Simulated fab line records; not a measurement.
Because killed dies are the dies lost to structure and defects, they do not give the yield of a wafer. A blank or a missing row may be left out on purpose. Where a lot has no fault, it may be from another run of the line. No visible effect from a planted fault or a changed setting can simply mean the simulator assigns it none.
fab line records	flow n5-finfet
record lots=6	wafers=18	last-day=16
route steps=1938 shown BEOL_M6@1258 BEOL_M7@1263 PASSIVATION@1936
lots that met no fault: from a run of the same line without faults
start-h: hours from the record's first day to the start of the lot's first wafer shown	wait-h: hours from the lot's prior step to this one	" same as the row above	L1.1+2: several wafers, shown together as one row	- no value, or no start given	* or withheld: withheld	< > ~ a bound
route shown NAME@n: names a module that has steps shown in the file, with the first one's number in the route	usual: average and standard deviation across the fault-free wafers	same: alike in all rows	chamber/n: place in a boat	sites: readings site by site	_std_site: standard deviation across them	_edge_site: inner sites' mean taken away from outer sites' mean	radius-mm: how far each site lies from the wafer's centre	mask NAME#n: copy n	behind: the tool/chamber that last shaped the wafer	hold: why the lot went on hold/how many hours it stayed there/how the hold came to an end	device: whichever transistor did not switch (one of n, p or np)	end of line: tests run on the same wafers once the route is complete	a step given without rows: its recipe and nothing more	killed: dies lost to structure and defects at the first sort, not the wafer's yield	map: shows each die of a wafer: x if killed, . if not, _ if none is there
set.NAME: setting as actually run; set.NAME@STEP: the setting as run at that earlier step	model.NAME: the simulator's own value behind a step, which no gauge read
certain route steps with their lots: each step a table, each wafer a row
services: the hour from which a tool's chamber was out of use, counted from the record's first day as start-h (under 0 if before that day), plus the number of hours and why
## steps
# step N5_BEOL_M6_THK_MEAS_53
# recipe thk-meas-gauge=xrf	reads=Cu_of_BEOL_M6_ECD_50
# usual M6_THK=78.7/1.9
lot.wafer	tool	chamber	start-h	wait-h	M6_THK[nm]
L223.1	film-metro-02	-	192.91	-	76.6
L223.2	"	-	"	"	78.4
L223.6	"	-	"	"	78.3
L229.2	film-metro-01	-	227.25	-	78.5
L229.3	"	-	"	"	79.5
L229.5	"	-	"	"	77.5
L230.2	film-metro-01	-	230.85	-	78.4
L230.3	"	-	"	"	76.4
L230.5	"	-	"	"	75.9
L231.3	film-metro-01	-	233.67	-	76.5
L231.5	"	-	"	"	79.6
L231.6	"	-	"	"	77.5
L241.2	film-metro-01	-	302.83	-	78.4
L241.3	"	-	"	"	82.2
L241.6	"	-	"	"	79.5
L243.2	film-metro-01	-	310.72	-	80.8
L243.5	"	-	"	"	77.2
L243.6	"	-	"	"	79.8
# step N5_BEOL_M6_PRE_CLEAN_55
# recipe gas=NH3	time-s=15	temp-c=withheld	rf-power-w=300
# step N5_BEOL_M6_DEP_56
# recipe material=SiCN	target-thk-a=100	temp-c=withheld	precursor=3MS/NH3	pressure-torr=3	rf-w=202	time-s=17.5
# step N5_BEOL_M6_RS_MEAS_57
# recipe thk-meas-gauge=four-point-probe	reads=Cu_of_BEOL_M6_ECD_50+Co_of_BEOL_M6_CVD_78+TaN_of_BEOL_M6_ALD_77
# usual M6_RS=0.284/0.0075
lot.wafer	tool	chamber	start-h	wait-h	M6_RS[ohm/sq]
L223.1	film-metro-02	-	193.04	0.1	0.293
L223.2	"	-	"	"	0.286
L223.6	"	-	"	"	0.284
L229.2	film-metro-01	-	227.41	0.1	0.284
L229.3	"	-	"	"	0.280
L229.5	"	-	"	"	0.288
L230.2	film-metro-01	-	230.98	0.1	0.286
L230.3	"	-	"	"	0.294
L230.5	"	-	"	"	0.295
L231.3	film-metro-01	-	233.81	0.1	0.294
L231.5	"	-	"	"	0.279
L231.6	"	-	"	"	0.290
L241.2	film-metro-02	-	302.96	0.1	0.285
L241.3	"	-	"	"	0.272
L241.6	"	-	"	"	0.282
L243.2	film-metro-01	-	310.85	0.1	0.273
L243.5	"	-	"	"	0.289
L243.6	"	-	"	"	0.278
# step N5_BEOL_M6_INSPECT_58
# recipe inspect-instrument=darkfield	mode=post-dep
# usual raw-defect-count=71/26
lot.wafer	tool	chamber	start-h	wait-h	raw-defect-count
L223.1	defect-inspect-02	-	193.07	0.0	101
L223.2	"	-	"	"	114
L223.6	"	-	"	"	59
L229.2	defect-inspect-02	-	227.44	0.0	57
L229.3	"	-	"	"	69
L229.5	"	-	"	"	81
L230.2	defect-inspect-02	-	231.01	0.0	77
L230.3	"	-	"	"	51
L230.5	"	-	"	"	84
L231.3	defect-inspect-01	-	233.83	0.0	72
L231.5	"	-	"	"	100
L231.6	"	-	"	"	47
L241.2	defect-inspect-02	-	302.98	0.0	64
L241.3	"	-	"	"	116
L241.6	"	-	"	"	77
L243.2	defect-inspect-01	-	310.88	0.0	43
L243.5	"	-	"	"	63
L243.6	"	-	"	"	57
# step N5_BEOL_M7_ILD_DEP_00
# recipe material=SiCOH_lowk	target-thk-a=1797.5	temp-c=300	precursor=DEMS/porogen	pressure-torr=5	rf-w=500	time-s=33.4
# usual heater-power-w=328/63	showerhead-plenum-p-Torr=5.742/0.015	throttle-valve-pct=13.9/0.56
# same time-s=33.4
lot.wafer	tool	chamber	start-h	wait-h	heater-power-w	showerhead-plenum-p-Torr	throttle-valve-pct
L223.1	pecvd-04	2	193.11	0.0	323	5.752	12.7
L223.2	"	1	"	"	400	5.759	13.5
L223.6	"	2	"	"	347	5.733	12.9
L229.2	pecvd-03	0	227.47	0.0	270	5.774	13.8
L229.3	"	2	"	"	341	5.732	13.2
L229.5	"	1	"	"	232	5.759	14.3
L230.2	pecvd-03	0	231.05	0.0	245	5.753	13.8
L230.3	"	1	"	"	242	5.747	14.1
L230.5	"	1	"	"	245	5.759	14.1
L231.3	pecvd-04	0	233.87	0.0	282	5.744	14.4
L231.5	"	0	"	"	279	5.726	14.3
L231.6	"	1	"	"	384	5.737	13.5
L241.2	pecvd-01	2	303.02	0.0	300	5.725	13.4
L241.3	"	0	"	"	331	5.743	14.6
L241.6	"	2	"	"	305	5.720	13.2
L243.2	pecvd-03	2	310.92	0.0	339	5.737	13.7
L243.5	"	2	"	"	354	5.715	13.5
L243.6	"	1	"	"	268	5.763	14.3
# step N5_BEOL_M7_CURE_74
# recipe temp-c=385	time-s=240	ambient=He/Ar	material=SiCOH_lowk
# usual lamp-power-pct=52.31/0.055	wafer_temp_C_max=386.9/0.55
# same time-s=240
lot.wafer	tool	chamber	start-h	wait-h	lamp-power-pct	wafer_temp_C_max
L223.1	uv-cure-03	0	193.17	0.0	52.30	386.0
L223.2	"	0	"	"	52.33	386.8
L223.6	"	0	"	"	52.28	387.2
L229.2	uv-cure-02	1	227.62	0.1	52.41	387.9
L229.3	"	1	"	"	52.21	387.3
L229.5	"	1	"	"	52.22	386.9
L230.2	uv-cure-02	2	231.19	0.1	52.28	387.2
L230.3	"	2	"	"	52.39	387.1
L230.5	"	2	"	"	52.29	387.4
L231.3	uv-cure-03	1	234.09	0.2	52.30	385.9
L231.5	"	1	"	"	52.27	386.0
L231.6	"	1	"	"	52.29	385.7
L241.2	uv-cure-03	0	303.17	0.1	52.22	387.2
L241.3	"	0	"	"	52.40	387.0
L241.6	"	0	"	"	52.37	386.6
L243.2	uv-cure-03	1	311.07	0.1	52.32	385.8
L243.5	"	1	"	"	52.38	385.4
L243.6	"	1	"	"	52.30	386.1
# step N5_BEOL_M7_THK_MEAS_01
# recipe reads=SiCOH_lowk_of_BEOL_M7_ILD_DEP_00
# usual M7_ILD_THK=155.0/1.9
lot.wafer	tool	chamber	start-h	wait-h	M7_ILD_THK[nm]
L223.1	film-metro-01	-	193.68	0.4	150.8
L223.2	"	-	"	"	152.4
L223.6	"	-	"	"	155.3
L229.2	film-metro-02	-	228.05	0.4	154.2
L229.3	"	-	"	"	154.6
L229.5	"	-	"	"	155.9
L230.2	film-metro-02	-	231.62	0.4	157.9
L230.3	"	-	"	"	154.4
L230.5	"	-	"	"	156.9
L231.3	film-metro-02	-	234.44	0.3	153.6
L231.5	"	-	"	"	155.1
L231.6	"	-	"	"	154.7
L241.2	film-metro-01	-	303.60	0.4	155.4
L241.3	"	-	"	"	156.0
L241.6	"	-	"	"	157.1
L243.2	film-metro-02	-	311.50	0.4	152.3
L243.5	"	-	"	"	156.6
L243.6	"	-	"	"	154.7
# step N5_BEOL_M7_PECVD_70
# recipe material=SiO2	target-thk-a=200	temp-c=400	precursor=TEOS/O2	pressure-torr=5.5	rf-w=450	teos-flow-sccm=53.8	gas=O2	flow-sccm=3000	time-s=22.7
# step N5_BEOL_M7_HM_DEP_02
# recipe material=TiN	target-thk-a=200	temp-c=25	chamber-pressure-pa=0.49996
# usual throttle-valve-pct=29.7/1.2
lot.wafer	tool	chamber	start-h	wait-h	throttle-valve-pct
L223.1	pvd-sputter-01	-	193.83	0.1	28.4
L223.2	"	-	"	"	29.3
L223.6	"	-	"	"	29.3
L229.2	pvd-sputter-02	-	229.29	1.2	30.0
L229.3	"	-	"	"	29.5
L229.5	"	-	"	"	29.8
L230.2	pvd-sputter-02	-	233.13	1.5	29.6
L230.3	"	-	"	"	29.5
L230.5	"	-	"	"	30.0
L231.3	pvd-sputter-02	-	236.21	1.7	28.0
L231.5	"	-	"	"	29.8
L231.6	"	-	"	"	27.8
L241.2	pvd-sputter-02	-	305.36	1.7	27.8
L241.3	"	-	"	"	29.8
L241.6	"	-	"	"	29.5
L243.2	pvd-sputter-01	-	312.66	1.1	31.3
L243.5	"	-	"	"	31.0
L243.6	"	-	"	"	29.2
# step N5_BEOL_M7_COAT_59
# recipe resist=SOC	temp-c=250	time-s=60	spin-rpm=1500	resist-thk-nm=100
# step N5_BEOL_M7_COAT_60
# recipe resist=SiARC	temp-c=220	time-s=60	spin-rpm=1500	resist-thk-nm=35
# step N5_BEOL_M7_COAT_05
# recipe resist=CAR-ArF	spin-rpm=1500	resist-thk-nm=90
# usual exhaust-pa=44.8/0.96	spin-speed-rpm=1500.1/0.9
lot.wafer	tool	chamber	start-h	wait-h	exhaust-pa	spin-speed-rpm	model.CAR-ArF_of_BEOL_M7_COAT_05.thk-nm
L223.1	litho-track-01	0	193.96	-	44.0	1499.3	89.6
L223.2	"	0	"	"	45.7	1498.1	89.4
L223.6	"	0	"	"	43.8	1500.0	89.4
L229.2	litho-track-04	0	229.44	-	43.9	1499.7	90.2
L229.3	"	0	"	"	45.4	1499.7	90.2
L229.5	"	0	"	"	43.9	1499.7	90
L230.2	litho-track-01	0	233.26	-	46.3	1556.7	88.8
L230.3	"	0	"	"	45.2	1554.9	88.8
L230.5	"	0	"	"	46.1	1556.1	88.6
L231.3	litho-track-01	0	236.35	-	42.4	1554.3	88.4
L231.5	"	0	"	"	43.8	1556.5	88.4
L231.6	"	0	"	"	43.2	1555.0	88.4
L241.2	litho-track-04	0	305.50	-	43.4	1500.1	90.2
L241.3	"	0	"	"	43.8	1499.0	90
L241.6	"	0	"	"	45.2	1500.3	90
L243.2	litho-track-02	0	312.79	-	45.3	1498.4	90
L243.5	"	0	"	"	45.5	1498.6	90
L243.6	"	0	"	"	45.1	1499.4	90.2
# step N5_BEOL_M7_EBR_07
# recipe solvent=PGMEA	ebr-width-mm=1.5
# step N5_BEOL_M7_SOFTBAKE_06
# recipe temp-c=110	time-s=60	resist=CAR-ArF
# step N5_BEOL_M7_EXPOSE_08
# recipe mask-id=M7	na=1.35	source-shape=dipole	sigma-inner=0.817	sigma-outer=0.97	polarization=te	dose-mj=68.25
# step N5_BEOL_M7_PEB_09
# recipe peb-temp-c=withheld	peb-time-s=60	resist=CAR-ArF
# step N5_BEOL_M7_DEVELOP_10
# recipe develop-time-s=30	developer=TMAH	resist=CAR-ArF	rinse-liquid=diw	dry=air-spin	dev-temp-c=23
# step N5_BEOL_M7_CD_MEAS_11
# recipe target-cd-nm=38.5	landing-energy-ev=500	detector=se-inlens	polarity=opening
# usual cd-nm=38.3/0.4
lot.wafer	tool	chamber	start-h	wait-h	cd-nm
L223.1	cd-sem-03	0	194.33	-	38.4
L223.2	"	0	"	"	38.1
L223.6	"	0	"	"	38.4
L229.2	cd-sem-03	0	229.68	-	38.3
L229.3	"	0	"	"	37.9
L229.5	"	0	"	"	38.6
L230.2	cd-sem-03	0	233.51	-	38.8
L230.3	"	0	"	"	38.5
L230.5	"	0	"	"	38.4
L231.3	cd-sem-02	0	236.59	-	38.4
L231.5	"	0	"	"	38.0
L231.6	"	0	"	"	38.1
L241.2	cd-sem-02	0	305.86	-	39.1
L241.3	"	0	"	"	38.7
L241.6	"	0	"	"	38.5
L243.2	cd-sem-02	0	313.16	-	38.1
L243.5	"	0	"	"	38.0
L243.6	"	0	"	"	37.5
# step N5_BEOL_M7_OVL_MEAS_12
# recipe points-per-wafer=44
# usual M7_OVL=-0.5/0.8
lot.wafer	tool	chamber	start-h	wait-h	M7_OVL[nm]
L223.1	overlay-02	0	194.36	0.0	0.3
L223.2	"	0	"	"	-0.4
L223.6	"	0	"	"	-0.6
L229.2	overlay-02	0	229.71	0.0	-0.2
L229.3	"	0	"	"	-0.2
L229.5	"	0	"	"	-0.9
L230.2	overlay-02	0	233.53	0.0	-0.9
L230.3	"	0	"	"	-1.1
L230.5	"	0	"	"	-0.4
L231.3	overlay-02	0	236.62	0.0	-1.3
L231.5	"	0	"	"	0.5
L231.6	"	0	"	"	0.5
L241.2	overlay-02	0	305.89	0.0	-1.6
L241.3	"	0	"	"	-2.3
L241.6	"	0	"	"	-2.7
L243.2	overlay-01	0	313.19	0.0	0.1
L243.5	"	0	"	"	0.2
L243.6	"	0	"	"	-0.4
# step N5_BEOL_M7_INSPECT_13
# recipe mode=adi	inspect-instrument=brightfield
# usual raw-defect-count=412/94
lot.wafer	tool	chamber	start-h	wait-h	raw-defect-count
L223.1	defect-inspect-01	-	194.39	0.0	413
L223.2	"	-	"	"	446
L223.6	"	-	"	"	635
L229.2	defect-inspect-01	-	229.74	0.0	309
L229.3	"	-	"	"	361
L229.5	"	-	"	"	343
L230.2	defect-inspect-01	-	233.56	0.0	386
L230.3	"	-	"	"	498
L230.5	"	-	"	"	545
L231.3	defect-inspect-02	-	236.64	0.0	408
L231.5	"	-	"	"	392
L231.6	"	-	"	"	376
L241.2	defect-inspect-01	-	305.92	0.0	372
L241.3	"	-	"	"	634
L241.6	"	-	"	"	399
L243.2	defect-inspect-02	-	313.21	0.0	411
L243.5	"	-	"	"	391
L243.6	"	-	"	"	383
# step N5_BEOL_M7_DESCUM_16
# recipe chemistry=O2	time-s=7.9	source-power-w=50	bias-power-w=20	pressure-mtorr=20	rf-frequency-hz=2.712e+07	temp-c=40	resist=CAR-ArF	o2-flow-sccm=225
# usual drypump-motor-current-A=5.7/0.64	oes-product-au=0.81/0.096	rf-vpp-V=243.1/1.4	showerhead-plenum-p-Torr=2.09/0.086	throttle-valve-pct=20.36/0.2
# same time-s=7.9
lot.wafer	tool	chamber	start-h	wait-h	drypump-motor-current-A	oes-product-au	rf-hours-counter-h	rf-vpp-V	showerhead-plenum-p-Torr	throttle-valve-pct
L223.1	rie-diel-03	0	194.42	0.0	5.4	0.70	232	242.8	2.16	20.41
L223.2	"	3	"	"	5.2	0.77	127	239.0	1.93	20.19
L223.6	"	1	"	"	5.4	0.75	-	242.8	2.17	20.30
L229.2	rie-diel-05	3	229.97	0.2	6.8	0.75	162	241.8	2.00	20.42
L229.3	"	2	"	"	6.2	0.71	190	243.0	2.00	20.67
L229.5	"	2	"	"	6.2	0.70	-	242.2	2.00	20.65
L230.2	rie-diel-05	3	233.59	0.0	6.8	0.75	162	242.2	1.99	20.44
L230.3	"	0	"	"	4.7	0.85	55	241.8	2.03	20.17
L230.5	"	2	"	"	6.2	0.70	-	241.7	2.00	20.66
L231.3	rie-diel-03	3	236.67	0.0	5.2	0.76	140	240.4	1.92	20.23
L231.5	"	1	"	"	5.4	0.73	-	243.1	2.17	20.31
L231.6	"	0	"	"	5.4	0.69	-	243.0	2.16	20.44
L241.2	rie-diel-01	0	306.13	0.2	6.0	0.93	28	242.9	2.14	20.36
L241.3	"	1	"	"	5.8	0.84	75	246.2	2.21	20.28
L241.6	"	3	"	"	4.9	0.89	-	243.0	2.13	20.03
L243.2	rie-diel-05	1	313.25	0.0	6.0	0.88	33	242.6	2.05	20.41
L243.5	"	0	"	"	4.7	0.83	-	241.2	2.02	20.22
L243.6	"	3	"	"	6.8	0.73	-	241.6	1.99	20.48
# step N5_BEOL_M7_ETCH_61
# recipe chemistry=CF4	target=SiARC	target-depth-a=455	mask-material=CAR-ArF	time-s=75.8	ion-energy-ev=80	pressure-mtorr=40	source-w=545	bias-w=36	Ar_flow_sccm=100	cf4-flow-sccm=100	ends=cleared
# usual drypump-motor-current-A=5.7/0.64	etch-rf-on-time-s=74.8/1.3	oes-product-au=0.70/0.083	rf-vpp-V=184.0/1.3	showerhead-plenum-p-Torr=2.14/0.081	throttle-valve-pct=15.54/0.2
lot.wafer	tool	chamber	start-h	wait-h	drypump-motor-current-A	etch-rf-on-time-s	oes-product-au	rf-hours-counter-h	rf-vpp-V	showerhead-plenum-p-Torr	throttle-valve-pct	model.CAR-ArF_of_BEOL_M7_COAT_05.thk-nm
L223.1	rie-diel-03	0	194.46	0.0	5.3	76.7	0.60	232	184.7	2.20	15.60	50.6
L223.2	"	3	"	"	5.2	76.0	0.66	127	182.9	1.99	15.47	50.4
L223.6	"	1	"	"	5.5	75.7	0.63	-	185.0	2.21	15.49	50.2
L229.2	rie-diel-05	3	230.00	0.0	6.8	75.2	0.65	162	183.7	2.06	15.69	51
L229.3	"	2	"	"	6.2	76.5	0.60	190	183.3	2.04	15.78	51.2
L229.5	"	2	"	"	6.2	76.8	0.60	-	182.6	2.04	15.77	51
L230.2	rie-diel-05	3	233.63	0.0	6.7	74.8	0.65	162	183.4	2.06	15.67	49.6
L230.3	"	0	"	"	4.7	74.0	0.73	55	183.9	2.09	15.41	49.8
L230.5	"	2	"	"	6.2	76.3	0.59	-	181.3	2.04	15.76	49.6
L231.3	rie-diel-03	3	236.71	0.0	5.2	75.7	0.65	140	183.4	1.99	15.49	49.2
L231.5	"	1	"	"	5.4	74.3	0.63	-	182.6	2.21	15.52	49.4
L231.6	"	0	"	"	5.4	75.7	0.60	-	184.0	2.20	15.65	49.2
L241.2	rie-diel-01	0	306.16	0.0	6.0	72.7	0.80	28	184.4	2.18	15.43	51
L241.3	"	1	"	"	5.8	74.1	0.73	75	185.8	2.25	15.44	50.8
L241.6	"	3	"	"	4.9	72.7	0.75	-	185.8	2.19	15.28	50.8
L243.2	rie-diel-05	1	313.29	0.0	6.0	75.7	0.75	33	182.7	2.09	15.48	50.8
L243.5	"	0	"	"	4.7	74.2	0.71	-	182.5	2.08	15.46	51
L243.6	"	3	"	"	6.8	74.3	0.63	-	182.7	2.05	15.75	51
# step N5_BEOL_M7_ETCH_62
# recipe chemistry=N2/H2	target=SOC	target-depth-a=1100	overetch-a=220	mask-material=SiARC	temp-c=40	time-s=165	ion-energy-ev=200	pressure-mtorr=30	source-w=840	bias-w=150	n2-flow-sccm=200	h2-flow-sccm=200
# usual drypump-motor-current-A=5.7/0.64	oes-product-au=0.69/0.076	rf-vpp-V=524/3	showerhead-plenum-p-Torr=2.54/0.1	throttle-valve-pct=17.76/0.23
# same time-s=165
lot.wafer	tool	chamber	start-h	wait-h	drypump-motor-current-A	oes-product-au	rf-hours-counter-h	rf-vpp-V	showerhead-plenum-p-Torr	throttle-valve-pct
L223.1	rie-diel-03	0	194.51	0.0	5.4	0.59	232	528	2.61	17.88
L223.2	"	3	"	"	5.2	0.65	127	518	2.35	17.66
L223.6	"	1	"	"	5.4	0.62	-	526	2.63	17.69
L229.2	rie-diel-05	3	230.06	0.0	6.8	0.64	162	522	2.44	17.85
L229.3	"	2	"	"	6.2	0.60	190	521	2.42	17.91
L229.5	"	2	"	"	6.2	0.60	-	519	2.42	17.91
L230.2	rie-diel-05	3	233.68	0.0	6.8	0.65	162	520	2.44	17.87
L230.3	"	0	"	"	4.7	0.71	55	522	2.47	17.56
L230.5	"	2	"	"	6.2	0.60	-	521	2.42	17.89
L231.3	rie-diel-03	3	236.77	0.0	5.3	0.64	140	518	2.35	17.67
L231.5	"	1	"	"	5.5	0.62	-	527	2.63	17.73
L231.6	"	0	"	"	5.4	0.59	-	525	2.60	17.87
L241.2	rie-diel-01	0	306.22	0.0	6.0	0.77	28	525	2.60	17.71
L241.3	"	1	"	"	5.8	0.71	75	526	2.68	17.60
L241.6	"	3	"	"	4.9	0.74	-	525	2.59	17.47
L243.2	rie-diel-05	1	313.34	0.0	6.0	0.75	33	523	2.50	17.97
L243.5	"	0	"	"	4.7	0.70	-	521	2.46	17.61
L243.6	"	3	"	"	6.8	0.62	-	520	2.43	17.91
# step N5_PASSIVATION_PROBE_49
# usual defect-limited-yield=91.1/1.3	killed_at_M0_to_M3=36/10	killed_at_M4_up=14/4.4	killed-at-contacts=14/5.7	killed-at-front-end=39/9.4	killed-at-other=2.9/2.6	killed-dies=105/15	killed-open=70/12	killed-short=34/7.1	sort_bin_5_function=5.3/0.77	sort_bin_6_memory=3.3/0.66	sort_bin_8_speed=0.00/0.007	sort-n-pass=1075/15	sort-yield-pct=91.1/1.3
# same gross-dies=1180	killed-at-back-side=0	sort_bin_4_leakage[%]=0
lot.wafer	tool	chamber	start-h	wait-h	defect-limited-yield[%]	killed_at_M0_to_M3	killed_at_M4_up	killed-at-contacts	killed-at-front-end	killed-at-other	killed-dies	killed-open	killed-short	sort_bin_5_function[%]	sort_bin_6_memory[%]	sort_bin_8_speed[%]	sort-n-pass	sort-yield-pct[%]
L223.1	prober-01	-	280.70	0.0	92.5	27	8	10	43	1	89	55	34	4.8	2.6	0	1091	92.5
L223.2	prober-01	-	280.75	0.1	91.3	34	12	13	43	1	103	71	32	5.6	3.0	0	1077	91.3
L223.6	prober-01	-	280.95	0.3	92.8	25	13	11	36	0	85	54	27	4.2	2.5	0	1095	92.8
L243.2	prober-01	-	384.54	0.1	90.2	39	17	27	30	3	116	86	27	6.3	3.2	0	1064	90.2
L243.5	prober-01	-	384.69	0.2	90.1	49	15	10	41	2	117	90	24	5.1	4.7	0	1063	90.1
L243.6	prober-01	-	384.74	0.3	91.2	44	5	26	29	0	104	62	42	5.7	2.9	0	1076	91.2
# killed by level:class
L223.1 FIN_SAQP:geometric-particle:short=10 DUMMY_GATE:geometric-particle:open=9 BEOL_M0_SAQP:geometric-particle:open=8 BEOL_M3:geometric-particle:open=8 MOL_CONTACT_COAG:geometric-particle:open=7 GATE_CUT:geometric-particle:short=6 FIN_SAQP:geometric-particle:open=5 BEOL_M0_SAQP:geometric-particle:short=4
L223.2 BEOL_M3:geometric-particle:open=14 MOL_CONTACT_COAG:geometric-particle:open=11 BEOL_M2:geometric-particle:open=8 STI_FIN_REVEAL:geometric-particle:open=6 ILD0:geometric-particle:open=6 FIN_SAQP:geometric-particle:short=5 DUMMY_GATE:geometric-particle:open=5 ILD0:geometric-particle:short=4
L223.6 STI_FIN_REVEAL:geometric-particle:open=13 MOL_CONTACT_COAG:geometric-particle:open=9 BEOL_M2:geometric-particle:open=6 GATE_CUT:geometric-particle:short=5 BEOL_M3:geometric-particle:open=5 BEOL_M2:geometric-particle:short=4 DUMMY_GATE:geometric-particle:short=3 ILD0:geometric-particle:short=3
L243.2 MOL_CONTACT_COAG:geometric-particle:open=24 BEOL_M3:geometric-particle:open=11 BEOL_M0_SAQP:geometric-particle:short=9 BEOL_M0_SAQP:geometric-particle:open=7 STI_FIN_REVEAL:geometric-particle:open=6 ILD0:geometric-particle:open=6 BEOL_M2:geometric-particle:open=4 BEOL_M4:geometric-particle:open=4
L243.5 BEOL_M3:geometric-particle:open=17 STI_FIN_REVEAL:geometric-particle:open=16 BEOL_M0_SAQP:geometric-particle:open=11 MOL_CONTACT_COAG:geometric-particle:open=8 BEOL_M4:geometric-particle:open=8 DUMMY_GATE:geometric-particle:open=5 BEOL_M2:geometric-particle:open=5 BEOL_M0_SAQP:geometric-particle:short=5
L243.6 MOL_CONTACT_COAG:geometric-particle:open=17 BEOL_M0_SAQP:geometric-particle:open=15 BEOL_M0_SAQP:geometric-particle:short=13 MOL_CONTACT_COAG:geometric-particle:short=9 BEOL_M3:geometric-particle:open=9 STI_FIN_REVEAL:geometric-particle:open=7 STARTING-WAFER:geometric-particle:open=6 ILD0:geometric-particle:short=5
## services
tool	chamber	start-h	hours	kind
rie-diel-01	0	171.33	5.5	repair
rie-diel-01	3	177.07	-	clean
rie-diel-01	3	177.07	-	consumable-replace:focus-ring
rie-diel-01	3	177.07	20.5	scheduled-down
rie-diel-01	3	177.07	20.5	vent-cycle
rie-diel-05	1	180.70	-	clean
rie-diel-05	1	180.70	-	consumable-replace:focus-ring
rie-diel-05	1	180.70	22.6	scheduled-down
rie-diel-05	1	180.70	22.6	vent-cycle
pecvd-03	-	182.57	0.5	repair
uv-cure-03	-	193.95	7.5	pm
rie-diel-01	0	197.61	-	clean
pecvd-04	-	197.88	0.6	repair
rie-diel-01	-	202.49	2.8	pm
rie-diel-01	2	247.19	13.3	repair
rie-diel-03	2	251.67	11.3	repair
rie-diel-03	0	263.00	-	clean
rie-diel-03	0	263.00	-	consumable-replace:focus-ring
rie-diel-03	0	263.00	18.7	scheduled-down
rie-diel-03	0	263.00	18.7	vent-cycle
rie-diel-01	2	276.08	10.4	repair
rie-diel-03	1	291.76	7.9	repair
pecvd-04	-	304.29	2.8	pm
pecvd-04	2	309.11	4.2	repair
## key
first-sign step=N5_BEOL_M7_COAT_05	reading=spin-speed-rpm	direction=up	sigmas=62	usual=*	struck=*
effect none on later readings
model-effect step=N5_BEOL_M7_COAT_05	value=CAR-ArF_of_BEOL_M7_COAT_05.thk-nm	without=90.17	struck=88.57
model-effect step=N5_BEOL_M7_ETCH_61	value=CAR-ArF_of_BEOL_M7_COAT_05.thk-nm	without=51.07	struck=49.47
met-at N5_BEOL_M7_COAT_05
struck-wafers L230.2,L230.3,L230.5,L231.3,L231.5,L231.6
onset-between 193.96 233.26
fault kind=process-parameter-drift	tool=litho-track-01	chamber=-	onset-h=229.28	steps=N5_BEOL_M7_COAT_05	channel=spin-rpm	offset=*	shape=step	end-h=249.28	acts-in=*	stated=*
